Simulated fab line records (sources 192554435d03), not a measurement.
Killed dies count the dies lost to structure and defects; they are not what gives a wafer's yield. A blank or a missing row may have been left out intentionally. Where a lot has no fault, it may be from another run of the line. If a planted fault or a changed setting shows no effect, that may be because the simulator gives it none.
Split-lot trial :: flow n5_finfet :: 7 lots, 21 wafers read, on a route of 1938 steps

== SPLIT DETAILS ==
At N5_BEOL_M5_DESCUM_16 (chemistry O2, time 7 s), the setting time_s was moved away from the recipe's 7 s on 10 of the 21 wafers read, by -8.0% to +21.5%. All remaining wafers had this setting at the recipe value.

The reading comes from the split's own step.

== THE READING ==
CAR-EUV_of_BEOL_M5_COAT_05.thk_nm (the simulator's own value, which no gauge read), in nm, at N5_BEOL_M5_DESCUM_16 (chemistry O2, time 7 s). The file gives no usual value for it. Average 26.1 nm, standard deviation 0.13 nm, over the 11 wafers here run with the recipe.

wafer: L076.1
tool, chamber at the split: rie_diel-02, 2
time_s as run, s: 7
against the recipe: recipe
CAR-EUV_of_BEOL_M5_COAT_05.thk_nm, nm: 26
against lot-mates on the recipe: -

wafer: L076.4
tool, chamber at the split: rie_diel-02, 3
time_s as run, s: 7
against the recipe: recipe
CAR-EUV_of_BEOL_M5_COAT_05.thk_nm, nm: 26.2
against lot-mates on the recipe: -

wafer: L076.5
tool, chamber at the split: rie_diel-02, 2
time_s as run, s: 7.395
against the recipe: +5.6%
CAR-EUV_of_BEOL_M5_COAT_05.thk_nm, nm: 26
against lot-mates on the recipe: -0.1

wafer: L080.1
tool, chamber at the split: rie_diel-03, 1
time_s as run, s: 8.505
against the recipe: +21.5%
CAR-EUV_of_BEOL_M5_COAT_05.thk_nm, nm: 25.2
against lot-mates on the recipe: -0.6

wafer: L080.2
tool, chamber at the split: rie_diel-03, 3
time_s as run, s: 7
against the recipe: recipe
CAR-EUV_of_BEOL_M5_COAT_05.thk_nm, nm: 25.8
against lot-mates on the recipe: -

wafer: L080.4
tool, chamber at the split: rie_diel-03, 2
time_s as run, s: 8.505
against the recipe: +21.5%
CAR-EUV_of_BEOL_M5_COAT_05.thk_nm, nm: 25
against lot-mates on the recipe: -0.8

wafer: L081.3
tool, chamber at the split: rie_diel-02, 1
time_s as run, s: 7
against the recipe: recipe
CAR-EUV_of_BEOL_M5_COAT_05.thk_nm, nm: 26.2
against lot-mates on the recipe: -

wafer: L081.4
tool, chamber at the split: rie_diel-02, 3
time_s as run, s: 8.242
against the recipe: +17.7%
CAR-EUV_of_BEOL_M5_COAT_05.thk_nm, nm: 25.4
against lot-mates on the recipe: -0.8

wafer: L081.5
tool, chamber at the split: rie_diel-02, 3
time_s as run, s: 8.242
against the recipe: +17.7%
CAR-EUV_of_BEOL_M5_COAT_05.thk_nm, nm: 25.4
against lot-mates on the recipe: -0.8

wafer: L090.4
tool, chamber at the split: rie_diel-03, 0,3,0
time_s as run, s: 7
against the recipe: recipe
CAR-EUV_of_BEOL_M5_COAT_05.thk_nm, nm: 26.2
against lot-mates on the recipe: -

wafer: L090.5
tool, chamber at the split: rie_diel-03, 0,3,0
time_s as run, s: 7
against the recipe: recipe
CAR-EUV_of_BEOL_M5_COAT_05.thk_nm, nm: 26.2
against lot-mates on the recipe: -

wafer: L090.6
tool, chamber at the split: rie_diel-03, 0,3,0
time_s as run, s: 7
against the recipe: recipe
CAR-EUV_of_BEOL_M5_COAT_05.thk_nm, nm: 26.2
against lot-mates on the recipe: -

wafer: L091.2
tool, chamber at the split: rie_diel-01, 0,1
time_s as run, s: 6.437
against the recipe: -8.0%
CAR-EUV_of_BEOL_M5_COAT_05.thk_nm, nm: 26.4
against lot-mates on the recipe: +0.2

wafer: L091.6
tool, chamber at the split: rie_diel-01, 0,1
time_s as run, s: 6.437
against the recipe: -8.0%
CAR-EUV_of_BEOL_M5_COAT_05.thk_nm, nm: 26.4
against lot-mates on the recipe: +0.2

wafer: L091.3
tool, chamber at the split: rie_diel-01, 1
time_s as run, s: 7
against the recipe: recipe
CAR-EUV_of_BEOL_M5_COAT_05.thk_nm, nm: 26.2
against lot-mates on the recipe: -

wafer: L092.2
tool, chamber at the split: rie_diel-02, 3,0,3
time_s as run, s: 8.196
against the recipe: +17.1%
CAR-EUV_of_BEOL_M5_COAT_05.thk_nm, nm: 25.4
against lot-mates on the recipe: no lot-mate on the recipe

wafer: L092.4
tool, chamber at the split: rie_diel-02, 3,0,3
time_s as run, s: 8.196
against the recipe: +17.1%
CAR-EUV_of_BEOL_M5_COAT_05.thk_nm, nm: 25.4
against lot-mates on the recipe: no lot-mate on the recipe

wafer: L092.5
tool, chamber at the split: rie_diel-02, 3,0,3
time_s as run, s: 8.196
against the recipe: +17.1%
CAR-EUV_of_BEOL_M5_COAT_05.thk_nm, nm: 25.4
against lot-mates on the recipe: no lot-mate on the recipe

wafer: L097.2
tool, chamber at the split: rie_diel-03, 0,2,3
time_s as run, s: 7
against the recipe: recipe
CAR-EUV_of_BEOL_M5_COAT_05.thk_nm, nm: 26
against lot-mates on the recipe: -

wafer: L097.3
tool, chamber at the split: rie_diel-03, 0,2,3
time_s as run, s: 7
against the recipe: recipe
CAR-EUV_of_BEOL_M5_COAT_05.thk_nm, nm: 26
against lot-mates on the recipe: -

wafer: L097.4
tool, chamber at the split: rie_diel-03, 0,2,3
time_s as run, s: 7
against the recipe: recipe
CAR-EUV_of_BEOL_M5_COAT_05.thk_nm, nm: 26
against lot-mates on the recipe: -
The file does not say which wafer passed through which chamber wherever a row lists several chambers: such a row stands for several wafers.

FIT RESULTS
A straight line over all 21 wafers: CAR-EUV_of_BEOL_M5_COAT_05.thk_nm changes by -0.0419 nm for each +1% of time_s; r = -0.96; the points scatter about the line by 0.12 nm.
The same after taking each lot's own level away (the mean of its wafers on the recipe; 18 wafers): -0.0357 nm for each +1%; r = -0.97; scatter 0.089 nm.
That fit puts the effect of the largest move of time_s on the reading at 0.77 nm.
The span of the lots' own levels, 25.80 to 26.20 nm, comes to 3.1 times the standard deviation stated above.
In other words, the slope is changed by the lot-to-lot level; the two fits disagree.
Check: for one of the wafers moved furthest among these (+21.5%), held out of the fit, the line's prediction against its lot-mates is -0.851 nm. Against them it came out at -0.6 nm.

== FURTHER SPLITS ON THESE WAFERS ==
These wafers also went through other splits before the reading. Each is held against what the fit with the lots' levels taken away leaves over:
other split on the same wafers: N5_BEOL_M1_ETCH_64 source_w
wafers away from the commonest value: 7
r with CAR-EUV_of_BEOL_M5_COAT_05.thk_nm (lot level and that fit taken away): +0.35

other split on the same wafers: N5_BEOL_M3_VIA_ETCH_34 time_s
wafers away from the commonest value: 3
r with CAR-EUV_of_BEOL_M5_COAT_05.thk_nm (lot level and that fit taken away): -0.03

other split on the same wafers: N5_BEOL_M3_TRENCH_ETCH_37 source_w
wafers away from the commonest value: 8
r with CAR-EUV_of_BEOL_M5_COAT_05.thk_nm (lot level and that fit taken away): -0.25

== THE FILE'S OWN FIT ==
CAR-EUV_of_BEOL_M5_COAT_05.thk_nm changes by -0.036 nm for each +1% of time_s, r = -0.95.
